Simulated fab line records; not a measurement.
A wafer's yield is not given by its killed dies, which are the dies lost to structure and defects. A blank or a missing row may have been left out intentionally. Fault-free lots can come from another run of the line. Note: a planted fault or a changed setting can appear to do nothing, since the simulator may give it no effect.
Matching of chambers | flow n5Finfet | N5_SD_EPI_P_DESCUM_14 on rieDiel-02: 4 sister chambers
The step chemistry O2, time 7.9 s. 4 wafers are shown with their chamber, then 7 later ones without.

== WAFERS PAIRED WITH THEIR CHAMBERS ==
wafer  | chamber | showerheadPlenumPTorr (Torr)
L086.4 | 1       | 2.11
L089.3 | 3       | 2.24
L093.3 | 0       | 2.08
L093.4 | 2       | 2.06

== WAFERS WITHOUT THEIR CHAMBER ==
wafer  | showerheadPlenumPTorr (Torr)
L093.6 | 2.11
L095.1 | 2.24
L095.4 | 2.08
L095.6 | 2.08
L097.1 | 2.24
L097.3 | 2.10
L097.6 | 2.24

== WHICH CHAMBER EACH WENT THROUGH ==
wafer  | from the rows above | in truth
L093.6 | 1                   | 1
L095.1 | 3                   | 3
L095.4 | 0                   | 0
L095.6 | 0                   | 0
L097.1 | 3                   | 3
L097.3 | 1                   | 1
L097.6 | 3                   | 3
Placed correctly: 7 of 7. Can't be placed from these rows: 0. 0 placed wrongly.
How it was worked out, from the rows above alone: a wafer's distance from a chamber is the root of the sum, over the readings, of the square of ((its reading less the chamber's mean) divided by the reading's scatter). The wafer belongs to the nearest chamber; if the next one is less than 2 further off, it can't be placed. The mean given for a chamber averages the wafers shown for that chamber. The scatter (one wafer shown for each chamber): square how far every hidden wafer sits from the nearest shown wafer, average those squares and take the square root.
